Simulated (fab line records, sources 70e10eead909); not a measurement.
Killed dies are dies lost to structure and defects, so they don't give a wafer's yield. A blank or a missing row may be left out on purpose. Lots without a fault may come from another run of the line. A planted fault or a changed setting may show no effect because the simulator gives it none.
fab line records | flow nand_harc
record lots=5 wafers=15 last_day=24
route steps=1159 shown P_GATE@170 END@1159
lots that met no fault: from a run of the same line without faults
start_h: hours from the record's first day to the start of the lot's first wafer shown | wait_h: hours since the lot's step before | " the same as in the row above | L1.1+2: a row that stands for several wafers | - no value, or no start given | * or withheld: withheld | < > ~ a bound
route shown NAME@n: a module of which the file shows steps, and the number in the route of the first | usual: mean/standard deviation of fault-free wafers | same: alike in all rows | chamber/n: place in a boat | sites: the reading at each site | _std_site: their standard deviation | _edge_site: outer sites' mean less inner sites' | radius_mm: how far each site lies from the wafer's centre | mask NAME#n: copy n | behind: the tool/chamber that last shaped the wafer | hold: why the lot was held/for how many hours/how that ended | device: the transistor (n, p or np) that didn't switch | end of line: the same wafers' tests at the end of the route | a step without rows: its recipe alone | killed: dies lost to structure and defects at the first sort, not the wafer's yield | map: a wafer's dies, x killed, . not, _ none there
set.NAME: the setting as run; set.NAME@STEP: as run at that earlier step | model.NAME: the simulator's own value behind a step, which no gauge read
lots at some steps of the route; a table a step, a row a wafer
services: from which hour (start_h, from the record's first day; less than 0 if before it) a tool's chamber was out of use, for how many hours, and why
## steps
# step NHARC_P_GATE_CD_MEAS_46
# recipe target_cd_nm=720 landing_energy_ev=500
# usual cd_nm=720.1/1.1
# columns lot.wafer tool chamber start_h wait_h cd_nm
L707.2 cd_sem-03 0 140.97 - 719.8
L707.3 " 0 " " 720.3
L707.4 " 0 " " 722.0
L709.1 cd_sem-03 0 151.98 - 719.3
L709.2 " 0 " " 719.7
L709.5 " 0 " " 719.1
L719.3 cd_sem-02 0 219.44 - 721.6
L719.4 " 0 " " 720.6
L719.5 " 0 " " 719.6
L722.1 cd_sem-02 0 230.04 - 720.0
L722.5 " 0 " " 723.0
L722.6 " 0 " " 721.6
L724.1 cd_sem-03 0 237.38 - 719.9
L724.4 " 0 " " 719.6
L724.5 " 0 " " 719.9
# step NHARC_P_GATE_HARDBAKE_47
# recipe temp_c=125 time_s=80
# step NHARC_P_GATE_DESCUM_48
# recipe time_s=3 o2_flow_sccm=200 ar_flow_sccm=0 bias_power_w=0 chemistry=O2
# usual drypump_motor_current_A=5.6/0.48 oes_product_au=1.000/0.0087 rf_vpp_V=57.8/1 showerhead_plenum_p_Torr=1.93/0.091 throttle_valve_pct=11.311/0.0094
# columns lot.wafer tool chamber start_h wait_h drypump_motor_current_A oes_product_au rf_hours_counter_h rf_vpp_V showerhead_plenum_p_Torr throttle_valve_pct
L707.3 rie_diel-02 0 141.14 - 6.3 1.002 28 56.8 2.04 11.309
L707.4 " 1 " " 4.9 0.996 27 57.6 1.96 11.313
L707.2 " 2 " " 5.5 1.002 28 58.0 1.80 11.319
L709.2 rie_diel-12 1 152.15 - 5.0 0.999 42 56.1 1.83 11.310
L709.1 " 3 " " 5.9 0.998 40 57.5 2.00 11.300
L709.5 " 1 " " 5.0 1.000 - 57.7 1.83 11.320
L719.3 rie_diel-02 0 219.61 - 6.3 1.006 16 57.7 2.03 11.317
L719.4 " 1 " " 4.9 1.003 15 58.2 1.96 11.317
L719.5 " 0 " " 6.3 1.007 - 58.3 2.03 11.304
L722.1 rie_diel-12 1 230.20 - 5.0 0.989 6 57.5 1.82 11.288
L722.6 " 1 " " 5.0 0.984 - 59.1 1.82 11.314
L722.5 " 2 " " 5.8 0.988 - 58.3 1.92 11.314
L724.4 rie_diel-02 3 237.56 - 5.8 0.985 17 58.3 2.00 11.305
L724.1 " 0 " " 6.3 1.001 18 56.7 2.03 11.305
L724.5 " 1 " " 4.9 1.002 - 57.2 1.96 11.316
# step NHARC_P_GATE_IMPLANT_49
# recipe energy_kev=30 dose_cm2=3e+15 tilt_deg=7
# step NHARC_P_GATE_STRIP_111
# recipe power_w=1500 temp_c=110 time_s=250 chemistry=N2/H2
# usual drypump_motor_current_A=5.3/0.36 heater_power_w=84/5.6
# columns lot.wafer tool chamber start_h wait_h drypump_motor_current_A heater_power_w rf_hours_counter_h
L707.2 plasma_asher-01 0 141.57 0.2 5.6 86 12
L707.3 " 1 " " 4.9 75 -
L707.4 " 0 " " 5.6 90 -
L709.2 plasma_asher-02 1 152.51 0.2 5.1 88 44
L709.1 " 0 " " 5.8 94 44
L709.5 " 0 " " 5.9 90 -
L719.3 plasma_asher-01 1 220.07 0.2 4.9 76 -
L719.4 " 0 " " 5.5 90 -
L719.5 " 1 " " 4.9 76 -
L722.1 plasma_asher-02 1 230.73 0.4 5.0 83 12
L722.5 " 0 " " 5.8 88 -
L722.6 " 1 " " 5.1 83 -
L724.1 plasma_asher-02 0 237.96 0.2 5.8 89 15
L724.4 " 1 " " 5.0 83 -
L724.5 " 0 " " 5.8 89 -
# step NHARC_P_GATE_STRIP_75
# recipe power_w=1500 temp_c=250 chemistry=O2
# usual drypump_motor_current_A=5.3/0.36 heater_power_w=315/21
# columns lot.wafer tool chamber start_h wait_h drypump_motor_current_A heater_power_w rf_hours_counter_h
L707.2 plasma_asher-01 0 141.83 0.2 5.6 325 12
L707.3 " 1 " " 5.0 296 -
L707.4 " 0 " " 5.6 335 -
L709.2 plasma_asher-02 1 152.81 0.3 5.1 318 44
L709.1 " 0 " " 5.9 346 44
L709.5 " 0 " " 5.9 342 -
L719.3 plasma_asher-01 1 220.29 0.2 5.0 287 -
L719.4 " 0 " " 5.6 328 -
L719.5 " 1 " " 5.0 281 -
L722.1 plasma_asher-02 1 230.99 0.2 5.0 310 12
L722.5 " 0 " " 5.8 331 -
L722.6 " 1 " " 5.0 309 -
L724.1 plasma_asher-02 0 238.23 0.2 5.8 327 15
L724.4 " 1 " " 5.0 301 -
L724.5 " 0 " " 5.8 335 -
# step NHARC_P_GATE_STRIP_50
# recipe time_s=900 temp_c=130 chemistry=SPM
# step NHARC_P_GATE_DEHYDRATE_51
# recipe temp_c=150 time_s=120
# step NHARC_P_GATE_HMDS_52
# recipe time_s=30
# step NHARC_P_GATE_COAT_53
# recipe spin_rpm=3000
# step NHARC_P_GATE_SOFTBAKE_54
# recipe temp_c=122 time_s=95
# step NHARC_P_GATE_EBR_55
# step NHARC_P_GATE_EXPOSE_56
# recipe na=0.6 target_cd_nm=720 dose_mj=14.81 mask_id=P_PSD
# usual exposure_dose_mJ_cm2=14.812/0.013
# columns lot.wafer tool chamber start_h wait_h mask exposure_dose_mJ_cm2
L707.2 krf_scanner-04 0 142.62 - P_PSD#0 14.821
L707.3 " 0 " " P_PSD#0 14.816
L707.4 " 0 " " P_PSD#0 14.839
L709.1 krf_scanner-04 0 153.58 - P_HVN#0 14.810
L709.2 " 0 " " P_HVN#0 14.810
L709.5 " 0 " " P_HVN#0 14.803
L719.3 krf_scanner-01 0 221.04 - P_PSD#0 14.817
L719.4 " 0 " " P_PSD#0 14.818
L719.5 " 0 " " P_PSD#0 14.784
L722.1 krf_scanner-02 0 231.76 - P_PSD#0 14.792
L722.5 " 0 " " P_PSD#0 14.802
L722.6 " 0 " " P_PSD#0 14.813
L724.1 krf_scanner-01 0 238.99 - P_PSD#0 14.787
L724.4 " 0 " " P_PSD#0 14.817
L724.5 " 0 " " P_PSD#0 14.803
# step NHARC_P_GATE_PEB_57
# recipe peb_temp_c=118 peb_time_s=85
# step NHARC_P_GATE_DEVELOP_58
# recipe time_s=70
# step NHARC_P_GATE_CD_MEAS_59
# recipe target_cd_nm=720 landing_energy_ev=500
# usual cd_nm=720.2/1.1
# columns lot.wafer tool chamber start_h wait_h cd_nm
L707.2 cd_sem-01 0 142.77 - 719.6
L707.3 " 0 " " 720.3
L707.4 " 0 " " 720.0
L709.1 cd_sem-02 0 153.74 - -
L709.2 " 0 " " -
L709.5 " 0 " " -
L719.3 cd_sem-02 0 221.20 - 718.3
L719.4 " 0 " " 719.3
L719.5 " 0 " " 720.4
L722.1 cd_sem-03 0 231.93 - 717.5
L722.5 " 0 " " 719.3
L722.6 " 0 " " 719.3
L724.1 cd_sem-02 0 239.15 - 721.2
L724.4 " 0 " " 720.3
L724.5 " 0 " " 721.5
# step NHARC_P_GATE_HARDBAKE_60
# recipe temp_c=125 time_s=80
# step NHARC_END_SORT_01
# recipe temp_c=25
# usual killed_at_array=29/11 killed_at_other=0.6/0.92 killed_at_periphery=3.2/2 killed_dies=33/11 killed_open=3.2/2 killed_short=1.9/1.5
# same gross_dies=677
# columns lot.wafer tool chamber start_h wait_h killed_at_array killed_at_other killed_at_periphery killed_dies killed_open killed_short
L707.2 prober-01 0 485.60 2.8 36 1 7 44 0 0
L707.3 prober-01 0 486.40 3.1 35 0 2 37 1 0
L707.4 prober-01 0 487.20 3.4 43 0 10 53 4 2
L709.1 prober-01 0 492.86 2.5 36 0 641 677 3 0
L709.2 prober-01 0 493.67 2.8 37 0 640 677 1 1
L709.5 prober-01 0 496.10 3.7 38 0 639 677 4 0
L719.3 prober-02 0 572.17 3.1 51 1 1 53 4 1
L719.4 prober-02 0 572.97 3.4 53 0 3 56 3 1
L719.5 prober-02 0 573.77 3.7 37 2 4 43 4 1
# killed by level:class
L707.2 A_SLIT:chamber_film_flake=13 A_CHANNEL_HOLE_D1:chamber_film_flake=12 A_SGD_CUT:chamber_film_flake=5 P_STI:chamber_film_flake=4 A_CONTACT:chamber_film_flake=3 A_STAIRCASE:chamber_film_flake=2 P_GATE:chamber_film_flake=1 P_M1:chamber_film_flake=1
L707.3 A_CHANNEL_HOLE_D1:chamber_film_flake=15 A_SLIT:chamber_film_flake=14 A_SGD_CUT:chamber_film_flake=3 P_STI:chamber_film_flake=2 A_CONTACT:chamber_film_flake=2 A_M0:geometric_particle:open=1
L707.4 A_CHANNEL_HOLE_D1:chamber_film_flake=22 A_SLIT:chamber_film_flake=9 P_STI:chamber_film_flake=5 A_CONTACT:chamber_film_flake=4 A_STAIRCASE:chamber_film_flake=3 A_CONTACT:geometric_particle:short=2 A_SGD_CUT:chamber_film_flake=2 P_GATE:geometric_particle:open=1
L709.1 P_GATE:area_expose=635 A_CHANNEL_HOLE_D1:chamber_film_flake=18 A_SLIT:chamber_film_flake=11 A_CONTACT:chamber_film_flake=5 P_STI:geometric_particle:open=1 P_GATE:geometric_particle:open=1 P_M2:geometric_particle:open=1 P_STI:chamber_film_flake=1
L709.2 P_GATE:area_expose=639 A_CHANNEL_HOLE_D1:chamber_film_flake=17 A_SLIT:chamber_film_flake=14 A_CHANNEL_FILL_D1:chamber_film_flake=2 A_STAIRCASE:chamber_film_flake=2 P_STI:geometric_particle:open=1 A_ONON_D1:geometric_particle:short=1 A_CONTACT:chamber_film_flake=1
L709.5 P_GATE:area_expose=636 A_CHANNEL_HOLE_D1:chamber_film_flake=19 A_SLIT:chamber_film_flake=13 P_STI:chamber_film_flake=2 A_CONTACT:chamber_film_flake=2 A_ONON_D1:geometric_particle:open=1 A_WL_FILL:geometric_particle:open=1 A_CONTACT:geometric_particle:open=1
L719.3 A_CHANNEL_HOLE_D1:chamber_film_flake=26 A_SLIT:chamber_film_flake=13 A_STAIRCASE:chamber_film_flake=4 A_CONTACT:chamber_film_flake=3 A_ONON_D1:geometric_particle:short=1 A_STAIRCASE:geometric_particle:open=1 A_SGD_CUT:geometric_particle:open=1 A_CONTACT:geometric_particle:open=1
L719.4 A_CHANNEL_HOLE_D1:chamber_film_flake=19 A_SLIT:chamber_film_flake=17 A_STAIRCASE:chamber_film_flake=7 A_CONTACT:chamber_film_flake=7 P_CONTACT:geometric_particle:open=1 A_CHANNEL_FILL_D1:geometric_particle:open=1 A_WL_FILL:geometric_particle:short=1 A_CONTACT:geometric_particle:open=1
L719.5 A_CHANNEL_HOLE_D1:chamber_film_flake=18 A_SLIT:chamber_film_flake=7 A_STAIRCASE:chamber_film_flake=6 A_CONTACT:geometric_particle:open=2 P_M1:chamber_film_flake=2 THIN_TSV:chamber_film_flake=2 A_CHANNEL_FILL_D1:geometric_particle:open=1 A_WL_FILL:geometric_particle:open=1
# map L709.1 (x killed, . not)
____________x____________
_________xxxxxxx_________
_______xxxxxxxxxxx_______
______xxxxxxxxxxxxx______
_____xxxxxxxxxxxxxxx_____
____xxxxxxxxxxxxxxxxx____
____xxxxxxxxxxxxxxxxx____
___xxxxxxxxxxxxxxxxxxx___
___xxxxxxxxxxxxxxxxxxx___
__xxxxxxxxxxxxxxxxxxxxx__
__xxxxxxxxxxxxxxxxxxxxx__
_xxxxxxxxxxxxxxxxxxxxxxx_
_xxxxxxxxxxxxxxxxxxxxxxx_
_xxxxxxxxxxxxxxxxxxxxxxx_
_xxxxxxxxxxxxxxxxxxxxxxx_
_xxxxxxxxxxxxxxxxxxxxxxx_
xxxxxxxxxxxxxxxxxxxxxxxxx
xxxxxxxxxxxxxxxxxxxxxxxxx
xxxxxxxxxxxxxxxxxxxxxxxxx
xxxxxxxxxxxxxxxxxxxxxxxxx
xxxxxxxxxxxxxxxxxxxxxxxxx
_xxxxxxxxxxxxxxxxxxxxxxx_
_xxxxxxxxxxxxxxxxxxxxxxx_
_xxxxxxxxxxxxxxxxxxxxxxx_
_xxxxxxxxxxxxxxxxxxxxxxx_
_xxxxxxxxxxxxxxxxxxxxxxx_
__xxxxxxxxxxxxxxxxxxxxx__
__xxxxxxxxxxxxxxxxxxxxx__
___xxxxxxxxxxxxxxxxxxx___
___xxxxxxxxxxxxxxxxxxx___
____xxxxxxxxxxxxxxxxx____
____xxxxxxxxxxxxxxxxx____
_____xxxxxxxxxxxxxxx_____
______xxxxxxxxxxxxx______
_______xxxxxxxxxxx_______
_________xxxxxxx_________
____________x____________
# map L707.4 (x killed, . not)
____________.____________
_________......._________
_______.x........._______
______.....x.......______
_____..............._____
____.........x.x.....____
____.....xx..........____
___......x..x.........___
___.......xx..........___
__.......xx............__
__.....x.x.............__
_....x.................._
_......................x_
_......................._
_.......x.x............._
_....xx..x............x._
.......................x.
........xx...............
.................x.......
..........x..............
..x...x..................
_......................._
_......................._
_......................._
_..............x........_
_......................._
__.......x.............__
__.....................__
___........x..........___
___....xx.x.x.........___
____...x.xxxxx.x.....____
____...xxxxx.x.......____
_____....xx........._____
______...x.........______
_______x.........._______
_________......._________
____________.____________
## services
# columns tool chamber start_h hours kind
krf_scanner-04 - 117.85 0.8 repair
krf_scanner-04 - 126.00 4.0 pm
rie_diel-02 0 129.91 - clean
rie_diel-02 1 129.91 - clean
rie_diel-02 2 129.91 - clean
rie_diel-02 3 129.91 - clean
rie_diel-02 - 150.70 9.0 pm
rie_diel-02 0 150.70 9.0 vent_cycle
rie_diel-02 1 150.70 9.0 vent_cycle
rie_diel-02 2 150.70 9.0 vent_cycle
rie_diel-02 3 150.70 9.0 vent_cycle
rie_diel-02 0 159.70 - clean
rie_diel-02 1 159.70 - clean
rie_diel-02 2 159.70 - clean
rie_diel-02 3 159.70 - clean
plasma_asher-02 - 183.40 9.0 pm
plasma_asher-02 0 183.40 9.0 vent_cycle
plasma_asher-02 1 183.40 9.0 vent_cycle
rie_diel-02 0 184.20 - clean
plasma_asher-02 0 192.40 - clean
plasma_asher-02 1 192.40 - clean
rie_diel-12 - 202.53 9.0 pm
krf_scanner-02 - 210.00 4.0 pm
krf_scanner-01 - 224.44 0.5 repair
## key
first_sign step=NHARC_P_GATE_EXPOSE_56 reading=mask direction=changed
effect step=NHARC_P_GATE_CD_MEAS_59 reading=cd_nm direction=missing
effect step=NHARC_END_SORT_01 reading=killed_at_periphery direction=up sigmas=99+ usual=3.2 struck=640
more_kills_born_at NHARC_P_GATE_EXPOSE_56@krf_scanner-04=1910
met_at NHARC_P_GATE_EXPOSE_56
struck_wafers L709.1,L709.2,L709.5
later_rows_left_out L709.1,L709.2,L709.5
tester_left_out L709
onset_between 142.62 153.58
fault kind=wrong_mask tool=any chamber=- onset_h=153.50 steps=NHARC_P_GATE_EXPOSE_56 aux_copy=P_HVN#0 scope=struck_lots_only
# tester_left_out: of these lots the tester's yield and bins aren't shown, on N5 and GAA mostly nor the transistor test; their killed dies are dies lost to structure and defects alone, not to doping, threshold or leakage, so they don't give the yield
# later_rows_left_out: the simulator's readings of these wafers behind a module that went badly wrong aren't trusted and aren't shown, but for the sort
